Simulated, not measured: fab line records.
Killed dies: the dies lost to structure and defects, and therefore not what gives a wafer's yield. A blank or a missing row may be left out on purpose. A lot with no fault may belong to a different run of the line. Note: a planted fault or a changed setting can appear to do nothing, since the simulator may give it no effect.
Lot-split experiment | flow n5 finfet | 7 lots, 39 wafers read, on a route of 1938 steps

## ABOUT THE SPLIT
At N5_DUMMY_GATE_ETCH_32 (etches SiO2 in CF4, target depth 3.5 nm, time 3.9 s), the setting time s was moved away from the recipe's 3.9 s on 15 of the 39 wafers read, by -20.9% to +18.9%. The other wafers ran this setting at the recipe's value.

The reading is taken at the split's own step.

## THE READING
etch.depth nm (the simulator's own value, which no gauge read), in nm, at N5_DUMMY_GATE_ETCH_32 (etches SiO2 in CF4, target depth 3.5 nm, time 3.9 s). The file does not state a usual value for it. Average 3.505 nm, standard deviation 0.044 nm, over the 24 wafers here run with the recipe.

wafer  | tool, chamber at the split | time s as run, s | against the recipe | etch.depth nm, nm | against lot-mates on the recipe
L074.1 | rie si-06, 1               | 4.172            | +7.0%              | 3.698             | +0.147
L074.2 | rie si-06, 2               | 4.172            | +7.0%              | 3.725             | +0.174
L074.3 | rie si-06, 0               | 4.172            | +7.0%              | 3.744             | +0.193
L074.4 | rie si-06, 3               | 3.9              | recipe             | 3.573             | -
L074.6 | rie si-06, 3               | 3.9              | recipe             | 3.573             | -
L074.5 | rie si-06, 2               | 3.9              | recipe             | 3.506             | -
L075.1 | rie si-05, 0               | 3.9              | recipe             | 3.545             | -
L075.2 | rie si-05, 3               | 3.358            | -13.9%             | 2.924             | -0.581
L075.3 | rie si-05, 1               | 3.9              | recipe             | 3.466             | -
L075.4 | rie si-05, 2               | 3.9              | recipe             | 3.503             | -
L075.5 | rie si-05, 3               | 3.358            | -13.9%             | 2.942             | -0.563
L075.6 | rie si-05, 2               | 3.358            | -13.9%             | 2.988             | -0.517
L077.1 | rie si-06, 3               | 3.9              | recipe             | 3.537             | -
L077.2 | rie si-06, 2               | 3.9              | recipe             | 3.448             | -
L077.3 | rie si-06, 1               | 3.9              | recipe             | 3.446             | -
L077.4 | rie si-06, 0               | 3.9              | recipe             | 3.436             | -
L077.5 | rie si-06, 2               | 3.9              | recipe             | 3.496             | -
L077.6 | rie si-06, 3               | 3.9              | recipe             | 3.567             | -
L079.1 | rie si-03, 2               | 4.636            | +18.9%             | 4.172             | +0.656
L079.2 | rie si-03, 0               | 4.636            | +18.9%             | 4.127             | +0.611
L079.3 | rie si-03, 3               | 4.636            | +18.9%             | 4.107             | +0.591
L079.4 | rie si-03, 1               | 3.9              | recipe             | 3.533             | -
L079.5 | rie si-03, 3               | 3.9              | recipe             | 3.459             | -
L079.6 | rie si-03, 2               | 3.9              | recipe             | 3.557             | -
L081.1 | rie si-03, 1               | 3.9              | recipe             | 3.537             | -
L081.2 | rie si-03, 2               | 3.083            | -20.9%             | 2.788             | -0.731
L081.3 | rie si-03, 0               | 3.9              | recipe             | 3.516             | -
L081.4 | rie si-03, 3               | 3.083            | -20.9%             | 2.751             | -0.768
L081.5 | rie si-03, 0               | 3.9              | recipe             | 3.505             | -
L081.6 | rie si-03, 3               | 3.083            | -20.9%             | 2.773             | -0.746
L085.1 | rie si-05, 3               | 3.9              | recipe             | 3.467             | -
L085.2 | rie si-05, 0               | 3.9              | recipe             | 3.569             | -
L085.4 | rie si-05, 2               | 3.9              | recipe             | 3.481             | -
L089.1 | rie si-03, 1               | 3.319            | -14.9%             | 3.006             | -0.461
L089.2 | rie si-03, 0               | 3.9              | recipe             | 3.453             | -
L089.3 | rie si-03, 3               | 3.9              | recipe             | 3.465             | -
L089.4 | rie si-03, 2               | 3.319            | -14.9%             | 2.985             | -0.482
L089.5 | rie si-03, 1               | 3.9              | recipe             | 3.482             | -
L089.6 | rie si-03, 0               | 3.319            | -14.9%             | 2.953             | -0.514

FIT RESULTS
A straight line over all 39 wafers: etch.depth nm changes by +0.035 nm for each +1% of time s; r = +0.99; the points scatter about the line by 0.043 nm.
The same after taking each lot's own level away (the mean of its wafers on the recipe; 39 wafers): +0.0343 nm for each +1%; r = +0.99; scatter 0.044 nm.
Per that fit: largest time s move, reading shift of 0.72 nm.
Measured against the standard deviation above, the lots' own levels, which go from 3.4667 to 3.5507 nm, span 1.9 times it.
Hence the lot-to-lot level has little effect on the slope; both slopes agree.
Check: -0.732 nm against its lot-mates is what the line predicts for one of the wafers moved furthest among these (-20.9%) when that wafer is left out of the fit. It came out at -0.731 nm against them.

## THE OTHER SPLITS THESE WAFERS WENT THROUGH
Before the reading, these wafers also passed through other splits. Each is held against what the fit with the lots' levels taken away leaves over:
other split on the same wafers    | wafers away from the commonest value | r with etch.depth nm (lot level and that fit taken away)
N5_FIN_SAQP_ETCH_65 time s        | 15                                   | -0.06
N5_DUMMY_GATE_CVD_03 target thk a | 33                                   | -0.25

## FILE'S OWN FIT
etch.depth nm changes by +0.0345 nm for each +1% of time s, r = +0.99.
